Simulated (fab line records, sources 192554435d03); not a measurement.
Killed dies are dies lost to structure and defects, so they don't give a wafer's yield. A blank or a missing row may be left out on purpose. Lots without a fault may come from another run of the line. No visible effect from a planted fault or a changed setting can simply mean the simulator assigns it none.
fab line records    flow n5_finfet
[record] lots = 24  wafers = 72  last_day = 18
route steps=1938 shown BEOL_M7@1264 BEOL_M8@1335
lots that met no fault: taken from a fault-free run of the same line
start_h: hours from the record's first day to the start of the lot's first wafer shown    wait_h: hours from the lot's prior step to this one    " as in the row above    L1.1+2: a row that stands for several wafers    - no value, or no start was given    * or withheld: withheld    < > ~ a bound
route shown NAME@n: NAME is a module with steps in the file, n the number in the route of the first one    usual: mean/standard deviation taken from wafers without a fault    same: alike in all rows    chamber/n: place in a boat    sites: each site's reading    _std_site: standard deviation of those values    _edge_site: mean of outer sites minus mean of inner sites    radius_mm: for every site, how far away it sits from the centre of the wafer    mask NAME#n: copy n    behind: tool/chamber where the wafer was last shaped    hold: the reason the lot was held/the length of the hold in hours/how it ended    device: the n, p or np transistor that did not switch    end of line: at the end of the route, the tests of the same wafers    step lacking rows: just its recipe    killed: dies lost to structure and defects at the first sort, not the wafer's yield    map: a wafer's dies, x killed, . not, _ none there
set.NAME: the setting that was run; set.NAME@STEP: the one run at that earlier step    model.NAME: the simulator's own value behind a step, which no gauge read
a sample of lots followed through the steps of the route, with each step as a table and each wafer as a row
services: a tool's chamber out of use, with start hour (start_h, from the record's first day; less than 0 if before it), hours out, and reason
[[steps]]
[step N5_BEOL_M7_CURE_74]
[recipe] temp_c = 385  time_s = 240  ambient = He/Ar  material = SiCOH_lowk
[usual] lamp_power_pct = 52.32/0.057  wafer_temp_C_max = 386.5/0.49
lot.wafer  tool        chamber  start_h  wait_h  lamp_power_pct  wafer_temp_C_max
L074.1     uv_cure-03  1        200.06   0.0     52.39           386.0
L074.3     "           1        "        "       52.31           386.2
L074.4     "           1        "        "       52.24           386.2
L075.2     uv_cure-02  0        201.19   0.1     52.19           387.0
L075.5     "           0        "        "       52.31           386.0
L075.6     "           0        "        "       52.35           386.3
L077.1     uv_cure-03  1        203.45   0.1     52.33           386.5
L077.4     "           1        "        "       52.31           386.0
L077.5     "           1        "        "       52.32           386.5
L076.1     uv_cure-03  2        207.63   0.0     52.44           386.6
L076.2     "           2        "        "       52.33           386.9
L076.4     "           2        "        "       52.32           386.5
L078.3     uv_cure-02  1        220.64   0.2     52.31           385.8
L078.4     "           1        "        "       52.25           386.4
L078.5     "           1        "        "       52.40           385.8
L079.1     uv_cure-02  1        220.96   0.2     52.43           386.1
L079.3     "           1        "        "       52.17           385.7
L079.4     "           1        "        "       52.28           386.0
L080.2     uv_cure-02  0        229.38   0.1     52.28           386.7
L080.5     "           0        "        "       52.25           386.3
L080.6     "           0        "        "       52.34           387.0
L081.1     uv_cure-01  2        234.75   0.0     52.37           386.8
L081.3     "           2        "        "       52.34           386.5
L081.4     "           2        "        "       52.39           387.3
L082.2     uv_cure-01  2        250.77   0.1     52.31           387.1
L082.4     "           2        "        "       52.25           386.8
L082.5     "           2        "        "       52.37           386.4
L083.1     uv_cure-02  2        256.04   0.0     52.43           387.2
L083.4     "           2        "        "       52.35           386.3
L083.5     "           2        "        "       52.18           386.2
L084.1     uv_cure-01  0        256.48   0.0     52.27           387.4
L084.5     "           0        "        "       52.31           386.4
L084.6     "           0        "        "       52.37           386.8
L085.2     uv_cure-02  1        268.70   0.1     52.34           385.9
L085.3     "           1        "        "       52.32           385.9
L085.4     "           1        "        "       52.33           385.8
L086.1     uv_cure-01  0        272.41   0.0     52.35           387.6
L086.3     "           0        "        "       52.28           387.4
L086.5     "           0        "        "       52.36           387.6
L087.1     uv_cure-03  0        277.80   0.0     52.32           386.0
L087.5     "           0        "        "       52.18           386.2
L087.6     "           0        "        "       52.42           386.0
L088.1     uv_cure-02  0        278.11   0.0     52.30           386.7
L088.2     "           0        "        "       52.37           386.3
L088.5     "           0        "        "       52.30           386.6
L089.1     uv_cure-02  1        278.75   0.0     52.32           386.5
L089.4     "           1        "        "       52.37           386.4
L089.5     "           1        "        "       52.31           386.0
L090.2     uv_cure-03  0        298.42   0.1     52.25           386.2
L090.3     "           0        "        "       52.26           386.0
L090.5     "           0        "        "       52.33           386.3
L092.2     uv_cure-02  0        304.20   0.1     52.20           386.7
L092.4     "           0        "        "       52.22           386.8
L092.5     "           0        "        "       52.30           386.2
L093.3     uv_cure-03  0        305.42   0.2     52.21           386.1
L093.5     "           0        "        "       52.32           386.6
L093.6     "           0        "        "       52.24           385.9
L094.2     uv_cure-03  2        316.42   0.2     52.27           386.1
L094.3     "           2        "        "       52.37           386.8
L094.5     "           2        "        "       52.39           386.5
L095.1     uv_cure-01  1        323.78   0.0     52.31           387.2
L095.4     "           1        "        "       52.24           386.5
L095.6     "           1        "        "       52.29           386.3
L096.2     uv_cure-03  2        325.66   0.1     52.39           386.2
L096.4     "           2        "        "       52.32           386.2
L096.5     "           2        "        "       52.41           386.6
L097.3     uv_cure-02  2        331.78   0.2     52.32           387.4
L097.5     "           2        "        "       52.28           387.0
L097.6     "           2        "        "       52.27           387.3
L091.3     uv_cure-03  1        346.40   0.2     52.31           386.1
L091.4     "           1        "        "       52.35           386.5
L091.5     "           1        "        "       52.30           386.3
[step N5_BEOL_M7_CD_MEAS_11]
[recipe] target_cd_nm = 38.5  landing_energy_ev = 500  detector = se_inlens  polarity = opening
[usual] cd_nm = 38.5/0.55
lot.wafer  tool       chamber  start_h  wait_h  cd_nm
L074.1     cd_sem-02  0        201.86   -       38.2
L074.3     "          0        "        "       38.2
L074.4     "          0        "        "       38.4
L075.2     cd_sem-01  0        202.42   -       37.6
L075.5     "          0        "        "       37.7
L075.6     "          0        "        "       37.8
L077.1     cd_sem-02  0        205.78   -       38.8
L077.4     "          0        "        "       38.6
L077.5     "          0        "        "       39.0
L076.1     cd_sem-02  0        209.78   -       39.1
L076.2     "          0        "        "       39.2
L076.4     "          0        "        "       38.7
L078.3     cd_sem-03  0        222.79   -       39.0
L078.4     "          0        "        "       38.1
L078.5     "          0        "        "       38.9
L079.1     cd_sem-03  0        223.07   -       38.6
L079.3     "          0        "        "       38.9
L079.4     "          0        "        "       39.1
L080.2     cd_sem-03  0        230.42   -       38.6
L080.5     "          0        "        "       39.4
L080.6     "          0        "        "       38.2
L081.1     cd_sem-03  0        236.19   -       38.1
L081.3     "          0        "        "       37.9
L081.4     "          0        "        "       37.6
L082.2     cd_sem-02  0        254.12   -       39.0
L082.4     "          0        "        "       38.3
L082.5     "          0        "        "       38.8
L083.1     cd_sem-01  0        258.71   -       38.6
L083.4     "          0        "        "       38.6
L083.5     "          0        "        "       38.3
L084.1     cd_sem-01  0        258.87   -       38.4
L084.5     "          0        "        "       38.7
L084.6     "          0        "        "       39.2
L085.2     cd_sem-01  0        270.53   -       38.9
L085.3     "          0        "        "       37.6
L085.4     "          0        "        "       38.0
L086.1     cd_sem-02  0        274.58   -       38.4
L086.3     "          0        "        "       38.2
L086.5     "          0        "        "       37.9
L087.1     cd_sem-02  0        280.32   -       38.5
L087.5     "          0        "        "       38.8
L087.6     "          0        "        "       38.1
L088.1     cd_sem-01  0        280.58   -       38.2
L088.2     "          0        "        "       37.7
L088.5     "          0        "        "       38.1
L089.1     cd_sem-02  0        280.66   -       38.0
L089.4     "          0        "        "       39.0
L089.5     "          0        "        "       38.3
L090.2     cd_sem-03  0        300.87   -       38.0
L090.3     "          0        "        "       38.0
L090.5     "          0        "        "       38.2
L092.2     cd_sem-03  0        306.72   -       39.0
L092.4     "          0        "        "       38.4
L092.5     "          0        "        "       39.3
L093.3     cd_sem-01  0        307.01   -       38.6
L093.5     "          0        "        "       38.7
L093.6     "          0        "        "       38.7
L094.2     cd_sem-03  0        318.48   -       38.9
L094.3     "          0        "        "       37.9
L094.5     "          0        "        "       38.2
L095.1     cd_sem-02  0        326.77   -       38.3
L095.4     "          0        "        "       40.2
L095.6     "          0        "        "       38.5
L096.2     cd_sem-02  0        327.00   -       38.3
L096.4     "          0        "        "       38.8
L096.5     "          0        "        "       37.7
L097.3     cd_sem-02  0        333.46   -       39.2
L097.5     "          0        "        "       38.6
L097.6     "          0        "        "       38.6
L091.3     cd_sem-01  0        347.77   -       38.0
L091.4     "          0        "        "       38.5
L091.5     "          0        "        "       38.8
[step N5_BEOL_M7_CURE_75]
[recipe] temp_c = 370  time_s = 120  ambient = DMADMS/He  material = SiCOH_lowk
[usual] lamp_power_pct = 52.31/0.057  wafer_temp_C_max = 371.5/0.47
lot.wafer  tool        chamber  start_h  wait_h  lamp_power_pct  wafer_temp_C_max
L074.1     uv_cure-03  2        205.08   0.0     52.29           371.4
L074.3     "           2        "        "       52.30           371.3
L074.4     "           2        "        "       52.31           371.6
L075.2     uv_cure-02  0        205.43   0.1     52.36           371.4
L075.5     "           0        "        "       52.30           371.9
L075.6     "           0        "        "       52.34           372.3
L077.1     uv_cure-02  1        207.41   0.0     52.25           370.6
L077.4     "           1        "        "       52.31           370.9
L077.5     "           1        "        "       52.24           370.5
L076.1     uv_cure-03  1        212.22   0.2     52.31           371.6
L076.2     "           1        "        "       52.28           371.3
L076.4     "           1        "        "       52.30           371.4
L079.1     uv_cure-03  0        226.56   0.0     52.46           371.5
L079.3     "           0        "        "       52.30           371.2
L079.4     "           0        "        "       52.22           371.0
L078.3     uv_cure-01  2        226.93   0.1     52.33           372.3
L078.4     "           2        "        "       52.40           371.6
L078.5     "           2        "        "       52.31           371.9
L080.2     uv_cure-01  1        232.65   0.1     52.37           370.8
L080.5     "           1        "        "       52.28           372.5
L080.6     "           1        "        "       52.37           371.4
L081.1     uv_cure-01  0        238.96   0.0     52.22           372.1
L081.3     "           0        "        "       52.30           372.1
L081.4     "           0        "        "       52.27           371.8
L082.2     uv_cure-03  1        255.86   0.1     52.27           371.4
L082.4     "           1        "        "       52.30           371.2
L082.5     "           1        "        "       52.41           371.1
L084.1     uv_cure-02  0        261.33   0.0     52.27           371.4
L084.5     "           0        "        "       52.36           371.8
L084.6     "           0        "        "       52.35           372.1
L083.1     uv_cure-03  1        261.38   0.0     52.26           371.5
L083.4     "           1        "        "       52.18           370.5
L083.5     "           1        "        "       52.40           371.8
L085.2     uv_cure-02  2        275.15   0.1     52.44           371.8
L085.3     "           2        "        "       52.28           371.9
L085.4     "           2        "        "       52.33           372.3
L086.1     uv_cure-03  1        278.78   0.0     52.23           371.3
L086.3     "           1        "        "       52.27           371.1
L086.5     "           1        "        "       52.26           370.9
L087.1     uv_cure-01  2        284.27   0.0     52.33           372.2
L087.5     "           2        "        "       52.42           371.7
L087.6     "           2        "        "       52.22           372.1
L088.1     uv_cure-03  0        284.30   0.0     52.37           371.0
L088.2     "           0        "        "       52.31           371.2
L088.5     "           0        "        "       52.38           371.0
L089.1     uv_cure-01  0        285.59   0.0     52.39           371.5
L089.4     "           0        "        "       52.27           372.3
L089.5     "           0        "        "       52.38           371.6
L090.2     uv_cure-01  1        305.04   0.1     52.27           371.4
L090.3     "           1        "        "       52.30           371.7
L090.5     "           1        "        "       52.25           371.2
L093.3     uv_cure-01  1        309.89   0.1     52.44           371.3
L093.5     "           1        "        "       52.31           371.8
L093.6     "           1        "        "       52.19           371.9
L092.2     uv_cure-03  0        310.24   0.1     52.27           371.0
L092.4     "           0        "        "       52.26           371.2
L092.5     "           0        "        "       52.42           371.2
L094.2     uv_cure-01  2        323.17   0.1     52.35           371.7
L094.3     "           2        "        "       52.34           372.0
L094.5     "           2        "        "       52.27           371.6
L095.1     uv_cure-03  0        330.89   0.0     52.35           371.4
L095.4     "           0        "        "       52.27           371.1
L095.6     "           0        "        "       52.28           370.8
L096.2     uv_cure-03  0        332.78   0.1     52.45           371.3
L096.4     "           0        "        "       52.36           371.3
L096.5     "           0        "        "       52.30           371.0
L097.3     uv_cure-03  2        338.14   0.1     52.33           371.0
L097.5     "           2        "        "       52.24           371.0
L097.6     "           2        "        "       52.40           371.4
L091.3     uv_cure-03  1        350.57   0.6     52.35           371.5
L091.4     "           1        "        "       52.19           370.9
L091.5     "           1        "        "       52.33           371.6
[step N5_BEOL_M7_ALD_77]
[recipe] material = TaN  target_thk_a = 20  temp_c = 275  ald_precursor_family = PDMAT  ald_co_reactant = NH3  pressure_torr = 3  carrier_flow_sccm = 1500  pulse_time_s = 2  purge_time_s = 3  co_reactant_purge_time_s = 2  co_reactant_pulse_time_s = 3  ald_cycles = 40  precursor_vessel_temp_c = 75  precursor_vessel_pressure_torr = 26.25  precursor_vessel_carrier_sccm = 1000
[usual] heater_power_outer_w = 255/28  heater_power_w = 461/44
[same] co_reactant_purge_time_s = 2
lot.wafer  tool          chamber  start_h  wait_h  heater_power_outer_w  heater_power_w
L074.1     ald_metal-03  2        206.00   0.2     296                   522
L074.3     "             3        "        "       302                   513
L074.4     "             0        "        "       227                   412
L075.2     ald_metal-02  2        206.00   0.1     246                   499
L075.5     "             2        "        "       254                   493
L075.6     "             3        "        "       285                   504
L077.1     ald_metal-01  3        207.89   0.1     221                   449
L077.4     "             1        "        "       266                   458
L077.5     "             3        "        "       222                   444
L076.1     ald_metal-02  3        214.37   0.1     288                   507
L076.2     "             1        "        "       289                   524
L076.4     "             2        "        "       246                   487
L079.1     ald_metal-02  1        227.00   0.0     295                   537
L079.3     "             3        "        "       276                   491
L079.4     "             2        "        "       246                   491
L078.3     ald_metal-03  2        228.48   0.1     292                   510
L078.4     "             0        "        "       225                   411
L078.5     "             1        "        "       237                   417
L080.2     ald_metal-03  1        233.11   0.0     239                   420
L080.5     "             2        "        "       300                   516
L080.6     "             3        "        "       299                   514
L081.1     ald_metal-01  3        239.83   0.1     222                   425
L081.3     "             0        "        "       244                   428
L081.4     "             1        "        "       262                   455
L082.2     ald_metal-02  3        258.23   0.1     270                   501
L082.4     "             2        "        "       252                   496
L082.5     "             3        "        "       279                   482
L083.1     ald_metal-02  3        261.99   0.0     280                   499
L083.4     "             0        "        "       212                   386
L083.5     "             0        "        "       217                   391
L084.1     ald_metal-01  0        262.13   0.3     249                   440
L084.5     "             0        "        "       241                   441
L084.6     "             1        "        "       268                   465
L085.2     ald_metal-01  2        276.38   0.1     244                   446
L085.3     "             0        "        "       237                   431
L085.4     "             1        "        "       269                   468
L086.1     ald_metal-01  1        280.15   0.0     272                   471
L086.3     "             0        "        "       242                   435
L086.5     "             1        "        "       267                   458
L087.1     ald_metal-02  0        285.92   0.1     217                   381
L087.5     "             3        "        "       280                   502
L087.6     "             2        "        "       249                   488
L088.1     ald_metal-01  3        285.98   0.0     221                   448
L088.2     "             2        "        "       246                   449
L088.5     "             0        "        "       243                   437
L089.1     ald_metal-03  3        286.36   0.0     301                   497
L089.4     "             1        "        "       235                   413
L089.5     "             1        "        "       235                   417
L090.2     ald_metal-01  1        306.42   0.0     266                   463
L090.3     "             0        "        "       241                   443
L090.5     "             0        "        "       248                   429
L093.3     ald_metal-02  0        310.24   0.1     218                   388
L093.5     "             0        "        "       221                   381
L093.6     "             2        "        "       245                   485
L092.2     ald_metal-01  3        310.80   0.1     218                   435
L092.4     "             1        "        "       266                   460
L092.5     "             2        "        "       236                   449
L094.2     ald_metal-03  0        323.56   0.0     228                   408
L094.3     "             1        "        "       232                   429
L094.5     "             3        "        "       305                   508
L095.1     ald_metal-01  2        332.63   0.1     237                   466
L095.4     "             3        "        "       221                   427
L095.6     "             3        "        "       220                   444
L096.2     ald_metal-02  0        333.50   0.0     219                   377
L096.4     "             1        "        "       293                   521
L096.5     "             1        "        "       294                   529
L097.3     ald_metal-02  1        338.54   0.0     286                   527
L097.5     "             1        "        "       295                   531
L097.6     "             2        "        "       244                   505
L091.3     ald_metal-02  3        350.96   0.1     276                   495
L091.4     "             0        "        "       221                   369
L091.5     "             1        "        "       298                   540
[step N5_BEOL_M7_CMP_52]
[recipe] stop_on = SiCOH_lowk  t_overpolish_s = 6.9  down_force_psi = 1  platen_rpm = 50  clearing_platen_down_force_psi = 1.5  clearing_platen_rpm = 50  post_cmp_clean = cu_alkaline  target_thk_nm = 80  clearing_platen_pad_velocity_m_s = 0.99484  pad_velocity_m_s = 0.99484
[usual] barrier_field_endpoint_s = 29.3/0.7  clearing_platen_down_force_psi = 1.4996/0.0028  motor_current_A = 6.1/0.66  overpolish_run_s = 6.900/0.0093  pad_life_wafers = 1186/480  platen_rpm = 50.00/0.036  time_to_endpoint_s = 62.6/2.8
lot.wafer  tool    chamber  start_h  wait_h  barrier_field_endpoint_s  clearing_platen_down_force_psi  motor_current_A  overpolish_run_s  pad_life_wafers  platen_rpm  time_to_endpoint_s
L074.1     cmp-01  0        207.26   0.3     28.1                      1.4984                          7.0              6.892             1968             50.02       63.1
L074.3     "       2        "        "       29.3                      1.4945                          7.1              6.892             1970             50.06       62.5
L074.4     "       3        "        "       28.0                      1.5002                          5.7              6.902             1971             50.00       61.9
L075.2     cmp-03  3        207.54   0.2     29.6                      1.5027                          5.8              6.908             444              50.09       63.7
L075.6     "       3        "        "       29.4                      1.4975                          5.7              6.911             -                49.97       60.6
L075.5     "       0        "        "       30.1                      1.4974                          5.6              6.901             -                50.09       66.3
L077.1     cmp-04  2        208.88   0.3     29.7                      1.4982                          7.0              6.900             1074             50.01       60.3
L077.4     "       0        "        "       30.7                      1.4976                          6.6              6.901             1076             50.05       67.4
L077.5     "       2        "        "       29.2                      1.5004                          6.9              6.905             -                50.00       60.4
L076.1     cmp-04  0        215.60   0.3     29.9                      1.4959                          6.7              6.920             1122             50.00       64.2
L076.2     "       1        "        "       29.8                      1.5002                          5.9              6.889             1123             50.00       67.3
L076.4     "       2        "        "       29.4                      1.4959                          7.0              6.909             1124             50.01       59.9
L079.3     cmp-04  2        228.89   0.2     29.3                      1.5004                          6.9              6.901             1236             50.00       62.9
L079.4     "       0        "        "       29.9                      1.4967                          6.7              6.898             1238             49.99       64.3
L079.1     "       1        "        "       30.2                      1.4969                          5.5              6.904             1239             50.01       68.1
L078.3     cmp-03  3        229.59   0.2     27.4                      1.5001                          6.0              6.899             637              49.98       57.4
L078.4     "       1        "        "       29.4                      1.4988                          6.2              6.899             639              49.98       60.7
L078.5     "       3        "        "       28.9                      1.4965                          5.7              6.907             -                50.02       58.4
L080.2     cmp-03  0        234.50   0.2     29.7                      1.5023                          5.6              6.907             703              49.95       67.8
L080.6     "       3        "        "       30.0                      1.4989                          5.7              6.906             -                50.09       62.5
L080.5     "       0        "        "       30.0                      1.4959                          5.7              6.906             -                49.97       63.4
L081.3     cmp-04  1        241.57   0.2     29.5                      1.4998                          5.4              6.907             1338             49.92       63.7
L081.1     "       2        "        "       29.1                      1.4976                          7.1              6.898             1339             49.99       57.9
L081.4     "       3        "        "       29.3                      1.5013                          5.4              6.902             1340             50.01       58.6
L082.2     cmp-01  3        259.40   0.4     28.4                      1.4986                          5.5              6.884             361              50.03       61.8
L082.4     "       0        "        "       29.3                      1.5003                          6.9              6.931             362              49.96       65.1
L082.5     "       3        "        "       28.6                      1.5029                          5.5              6.908             -                50.06       59.8
L083.4     cmp-04  1        263.31   0.1     30.7                      1.4953                          5.6              6.886             1500             50.08       62.9
L083.1     "       3        "        "       30.1                      1.5011                          5.7              6.908             1502             50.07       59.4
L083.5     "       2        "        "       29.5                      1.4984                          7.1              6.895             -                49.99       63.2
L084.1     cmp-01  1        264.10   0.3     28.6                      1.5029                          5.4              6.888             397              49.98       65.2
L084.5     "       0        "        "       29.2                      1.5007                          7.0              6.913             -                50.01       67.0
L084.6     "       1        "        "       28.3                      1.4986                          5.2              6.905             -                49.97       63.1
L085.3     cmp-04  3        277.75   0.2     28.6                      1.5013                          5.5              6.887             1614             50.01       60.0
L085.2     "       1        "        "       29.5                      1.4970                          5.7              6.904             1616             49.95       64.5
L085.4     "       2        "        "       28.8                      1.5008                          7.0              6.903             1617             50.01       60.3
L086.1     cmp-01  1        281.42   0.3     28.5                      1.5056                          5.6              6.899             534              49.98       62.7
L086.3     "       2        "        "       30.1                      1.4940                          7.4              6.902             535              49.97       63.3
L086.5     "       1        "        "       28.4                      1.4983                          5.2              6.904             -                50.01       59.4
L087.1     cmp-04  2        286.93   0.3     29.2                      1.5006                          7.0              6.917             1692             49.99       61.2
L087.6     "       2        "        "       29.1                      1.5058                          7.0              6.917             -                50.02       63.8
L087.5     "       3        "        "       28.8                      1.4990                          5.4              6.898             -                49.99       61.0
L088.2     cmp-03  0        287.02   0.2     28.6                      1.4956                          5.7              6.901             1140             49.95       60.0
L088.1     "       1        "        "       29.0                      1.5010                          6.4              6.900             1141             49.97       59.3
L088.5     "       1        "        "       28.4                      1.5051                          6.4              6.914             -                49.97       60.7
L089.4     cmp-04  2        287.53   0.1     28.7                      1.5035                          7.1              6.902             1704             49.93       61.9
L089.1     "       0        "        "       30.0                      1.5018                          7.2              6.902             1706             50.02       65.1
L089.5     "       3        "        "       28.0                      1.5013                          5.6              6.908             -                49.99       57.5
L090.2     cmp-01  1        307.86   0.2     28.8                      1.4980                          5.3              6.890             642              50.01       60.4
L090.3     "       2        "        "       29.3                      1.5012                          7.1              6.903             643              50.00       60.1
L090.5     "       1        "        "       29.1                      1.5003                          5.4              6.915             -                49.99       59.4
L093.3     cmp-03  1        311.87   0.3     30.1                      1.5027                          6.3              6.896             1353             50.05       66.3
L093.6     "       2        "        "       30.5                      1.4972                          5.9              6.896             -                49.97       66.2
L093.5     "       3        "        "       29.4                      1.4978                          6.1              6.889             -                49.98       63.1
L092.4     cmp-04  2        312.10   0.1     29.9                      1.5009                          7.3              6.884             1884             49.99       63.5
L092.2     "       0        "        "       29.4                      1.5052                          6.8              6.900             1886             49.97       67.5
L092.5     "       3        "        "       28.4                      1.5031                          5.7              6.907             -                50.02       61.3
L094.3     cmp-03  2        324.90   0.3     30.6                      1.5023                          6.2              6.891             1454             50.01       67.0
L094.2     "       3        "        "       29.9                      1.5004                          5.9              6.898             1455             50.00       61.2
L094.5     "       1        "        "       30.3                      1.5031                          6.4              6.907             -                50.00       63.6
L095.1     cmp-03  2        334.15   0.3     28.9                      1.5024                          5.9              6.889             1524             50.01       67.4
L095.4     "       1        "        "       28.8                      1.5015                          6.5              6.903             1527             50.08       61.9
L095.6     "       2        "        "       28.8                      1.5018                          6.0              6.908             -                50.01       64.3
L096.2     cmp-03  0        334.96   0.3     28.6                      1.4949                          5.5              6.888             1532             50.00       61.8
L096.4     "       1        "        "       29.0                      1.4969                          6.7              6.920             1533             50.02       62.7
L096.5     "       3        "        "       28.5                      1.5056                          5.6              6.900             -                49.92       57.7
L097.3     cmp-03  3        339.68   0.2     28.8                      1.4994                          5.9              6.899             1562             49.99       63.3
L097.5     "       1        "        "       28.6                      1.4946                          6.9              6.895             -                49.99       62.9
L097.6     "       2        "        "       30.9                      1.4942                          6.0              6.891             -                50.04       67.8
L091.3     cmp-01  2        352.31   0.2     28.9                      1.5013                          7.6              6.909             1014             49.98       60.2
L091.4     "       3        "        "       28.9                      1.4990                          5.3              6.891             1015             50.02       60.9
L091.5     "       3        "        "       29.4                      1.4986                          5.5              6.902             -                49.94       61.3
[step N5_BEOL_M8_PECVD_70]
[recipe] material = SiO2  target_thk_a = 200  temp_c = 400  precursor = TEOS/O2  pressure_torr = 5.5  rf_w = 450  teos_flow_sccm = 53.8  gas = O2  flow_sccm = 3000  time_s = 22.7
[usual] heater_power_outer_w = 455/52  heater_power_w = 780/70  showerhead_plenum_p_Torr = 8.77/0.037  throttle_valve_pct = 22.0/1.2
lot.wafer  tool      chamber  start_h  wait_h  heater_power_outer_w  heater_power_w  showerhead_plenum_p_Torr  throttle_valve_pct
L074.1     pecvd-04  2        208.40   0.0     430                   712             8.73                      21.0
L074.3     "         1        "        "       520                   841             8.82                      21.4
L074.4     "         0        "        "       390                   691             8.72                      22.9
L075.2     pecvd-03  2        208.66   0.0     550                   873             8.78                      19.9
L075.5     "         2        "        "       530                   870             8.79                      19.8
L075.6     "         0        "        "       423                   731             8.76                      22.1
L077.1     pecvd-01  0        210.01   0.0     446                   719             8.83                      22.4
L077.4     "         1        "        "       498                   902             8.71                      22.2
L077.5     "         0        "        "       450                   751             8.79                      22.4
L076.1     pecvd-01  0        216.70   0.0     463                   755             8.81                      22.4
L076.2     "         1        "        "       458                   847             8.68                      22.4
L076.4     "         0        "        "       451                   739             8.80                      22.4
L079.1     pecvd-04  2        229.99   0.0     457                   707             8.76                      21.0
L079.3     "         1        "        "       505                   806             8.80                      21.4
L079.4     "         1        "        "       501                   803             8.81                      21.8
L078.3     pecvd-04  2        230.68   0.0     435                   703             8.75                      21.1
L078.4     "         1        "        "       482                   784             8.77                      21.3
L078.5     "         0        "        "       374                   694             8.74                      22.7
L080.2     pecvd-01  0        235.57   0.0     350                   633             8.80                      22.2
L080.5     "         0        "        "       357                   628             8.81                      22.5
L080.6     "         2        "        "       467                   859             8.82                      20.3
L081.1     pecvd-01  0        242.67   0.0     363                   638             8.80                      22.8
L081.3     "         1        "        "       491                   864             8.69                      22.3
L081.4     "         0        "        "       353                   639             8.81                      22.6
L082.2     pecvd-03  0        260.48   0.0     484                   775             8.75                      22.3
L082.4     "         1        "        "       419                   737             8.78                      23.8
L082.5     "         2        "        "       487                   827             8.76                      19.9
L083.1     pecvd-04  2        264.44   0.0     414                   658             8.74                      21.2
L083.4     "         2        "        "       423                   708             8.74                      21.4
L083.5     "         1        "        "       543                   854             8.82                      21.6
L084.1     pecvd-03  1        265.19   0.0     481                   823             8.75                      24.0
L084.5     "         2        "        "       488                   810             8.79                      19.6
L084.6     "         0        "        "       514                   852             8.76                      22.5
L085.2     pecvd-01  2        278.85   0.0     421                   788             8.83                      20.5
L085.3     "         0        "        "       464                   755             8.80                      22.4
L085.4     "         1        "        "       505                   886             8.71                      22.4
L086.1     pecvd-03  1        282.52   0.0     372                   679             8.79                      23.7
L086.3     "         0        "        "       470                   796             8.74                      22.6
L086.5     "         1        "        "       374                   682             8.77                      23.7
L087.1     pecvd-04  2        288.03   0.0     387                   635             8.74                      21.2
L087.5     "         1        "        "       521                   833             8.81                      21.5
L087.6     "         2        "        "       378                   636             8.72                      21.1
L088.1     pecvd-01  1        288.13   0.0     456                   859             8.71                      22.2
L088.2     "         2        "        "       417                   779             8.84                      20.3
L088.5     "         0        "        "       450                   756             8.80                      22.7
L089.1     pecvd-03  0        288.63   0.0     521                   849             8.75                      22.3
L089.4     "         2        "        "       507                   833             8.79                      20.0
L089.5     "         0        "        "       525                   856             8.76                      22.7
L090.2     pecvd-03  0        308.96   0.0     504                   820             8.74                      22.4
L090.3     "         1        "        "       360                   680             8.78                      23.7
L090.5     "         1        "        "       360                   669             8.76                      23.9
L093.3     pecvd-03  0        312.86   0.0     440                   792             8.73                      22.2
L093.5     "         1        "        "       425                   748             8.77                      23.8
L093.6     "         2        "        "       571                   883             8.79                      20.1
L092.2     pecvd-04  1        313.40   0.0     460                   772             8.82                      21.4
L092.4     "         1        "        "       475                   776             8.79                      21.5
L092.5     "         0        "        "       407                   740             8.76                      22.8
L094.2     pecvd-01  0        325.93   0.0     438                   734             8.80                      22.8
L094.3     "         1        "        "       443                   810             8.71                      22.4
L094.5     "         1        "        "       450                   801             8.70                      22.5
L095.1     pecvd-04  2        335.74   0.0     434                   708             8.77                      21.2
L095.4     "         0        "        "       373                   687             8.74                      22.9
L095.6     "         2        "        "       430                   711             8.75                      21.5
L096.2     pecvd-03  1        335.98   0.0     452                   773             8.79                      23.6
L096.4     "         1        "        "       447                   807             8.78                      23.6
L096.5     "         0        "        "       551                   882             8.76                      22.2
L097.3     pecvd-03  0        340.70   0.0     503                   826             8.75                      22.4
L097.5     "         2        "        "       457                   792             8.78                      20.0
L097.6     "         1        "        "       476                   798             8.76                      23.7
L091.3     pecvd-04  2        353.41   0.0     404                   686             8.75                      21.5
L091.4     "         0        "        "       427                   775             8.76                      23.2
L091.5     "         2        "        "       412                   684             8.73                      21.4
[[services]]
tool          chamber  start_h  hours  kind
cmp-03        -        181.03   5.0    pm
uv_cure-03    -        192.62   2.8    pm
ald_metal-02  -        204.72   0.8    repair
uv_cure-02    -        210.46   2.8    pm
pecvd-03      1        218.34   4.4    repair
uv_cure-01    -        220.47   1.0    pm
cmp-04        -        233.64   1.8    repair
pecvd-04      2        237.47   1.8    repair
ald_metal-01  -        245.91   2.8    pm
pecvd-01      0        248.25   4.4    repair
uv_cure-02    -        252.87   0.4    repair
cmp-04        -        258.03   0.8    repair
pecvd-01      1        260.05   5.9    repair
pecvd-03      -        273.89   2.8    pm
cmp-03        -        276.92   1.5    repair
ald_metal-02  1        288.42   30.4   repair
uv_cure-02    -        293.88   0.3    repair
ald_metal-01  1        296.00   6.9    repair
ald_metal-01  -        307.34   1.3    repair
cmp-04        -        328.23   4.0    pm
uv_cure-01    -        328.61   6.0    pm
ald_metal-01  -        337.25   14.0   pm
uv_cure-01    -        343.48   25.3   repair
ald_metal-02  0        351.13   3.6    repair
[[key]]
fault none
